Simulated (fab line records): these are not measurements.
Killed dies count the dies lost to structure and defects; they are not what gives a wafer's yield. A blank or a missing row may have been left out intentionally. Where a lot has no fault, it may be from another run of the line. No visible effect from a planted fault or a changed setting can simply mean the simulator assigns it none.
A lot that was struck, set against a sound lot :: flow nand_harc :: 15 out of 1302 route steps
Sound: these wafers, L751.2, L751.3, L751.6. Wafers struck: L766.2, L766.4, L766.6. At the end, the cause is stated.
At each step with rows: each side's tool, then ch and its chambers, then its first start. Under that, the readings that differ: sound wafers :: struck wafers :: difference of the means :: sigmas: that difference in standard deviations of wafers without a fault.
alike: readings whose means differ by less than 2 such deviations, and words and numbers that are the same on both sides. not compared: withheld readings, readings that some wafer has no value for, bounds like >300 that may hide the same value, and numbers for which the record gives no deviation and whose values overlap.
The two part at a step that has a row with sigmas, a row that says differs or no value, or rows on one side only. When numbers do not overlap yet have no deviation, they are printed without sigmas and do not part them. A reading missing from all wafers of one side parts the sides only when that side holds two or more wafers.

NHARC_A_ZERO_WELL_DESCUM_12: chemistry O2, time 3 s.
  sound on rie_diel-04 ch 1,2,3, day 8 07:23; struck on rie_diel-11 ch 0,1,3, day 14 23:13
  alike: drypump_motor_current_A, oes_product_au, rf_vpp_V, showerhead_plenum_p_Torr, throttle_valve_pct
  not compared: rf_hours_counter_h
NHARC_A_ZERO_WELL_ETCH_19: etches the open film in N2/H2, target depth 80 nm, overetch 24 nm, time 87.88 s.
  sound on rie_diel-04 ch 1,2, day 8 07:27; struck on rie_diel-11 ch 1,2, day 14 23:19
  alike: drypump_motor_current_A, oes_product_au, rf_vpp_V, showerhead_plenum_p_Torr, throttle_valve_pct
  not compared: rf_hours_counter_h
NHARC_A_ZERO_WELL_ETCH_13: etches the open film in HBr/Cl2, target depth 120 nm, time 40.1 s.
  sound on rie_si-05 ch 2,3, day 8 07:34; struck on rie_si-06 ch 0,1,2, day 14 23:26
  alike: drypump_motor_current_A, hbr_flow_sccm, oes_product_au, throttle_valve_pct
  not compared: rf_hours_counter_h
then, 4 steps without rows for these wafers: NHARC_A_ZERO_WELL_STRIP_14 (strips in SPM, time 900 s); NHARC_A_ZERO_WELL_IMPLANT_15; NHARC_A_ZERO_WELL_PRECLEAN_22 (cleans in SC1, time 60 s); NHARC_A_ZERO_WELL_SRD_23.
NHARC_A_ZERO_WELL_RTA_16: time 10 s.
  sound on rtp_anneal-02 ch 0, day 8 08:30; struck on rtp_anneal-02 ch 0, day 15 00:42
  alike: lamp_power_pct, wafer_temp_C_max
NHARC_A_ZERO_WELL_INSPECT_17:
  sound: defect_inspect-01 at day 8 08:40; struck: defect_inspect-01 at day 15 00:53
  alike: raw_defect_count
then, 2 steps without rows for these wafers: NHARC_A_SOURCE_PLATE_PRECLEAN_00 (cleans in HF-LAST, time 60 s); NHARC_A_SOURCE_PLATE_SRD_01.
NHARC_A_SOURCE_PLATE_OXIDE_02: material SiO2, target thk 10 nm, ox time 1362 s.
  sound on furnace-05 ch 0, day 8 15:05; struck on furnace-01 ch 0, day 15 09:18
  alike: ox_time_s, zone_power_bottom_pct, zone_power_top_pct
NHARC_A_SOURCE_PLATE_THK_MEAS_09: measures by ellipsometry.
  sound: film_metro-01 at day 8 19:07; struck: film_metro-02 at day 15 13:43
reading: thk_nm (nm)
sound: 10.5 10.8 8.2
struck: 15.5 15.7 13.7
difference: +5.1
sigmas: +5
then, 2 steps without rows for these wafers: NHARC_A_SOURCE_PLATE_PVD_04 (deposits WSi2, target thk 50 nm); NHARC_END_SORT_01.

== WHERE THEY PART ==
At NHARC_A_SOURCE_PLATE_THK_MEAS_09 and nowhere else, as far as this record goes.

WHY: the cause the simulator had injected
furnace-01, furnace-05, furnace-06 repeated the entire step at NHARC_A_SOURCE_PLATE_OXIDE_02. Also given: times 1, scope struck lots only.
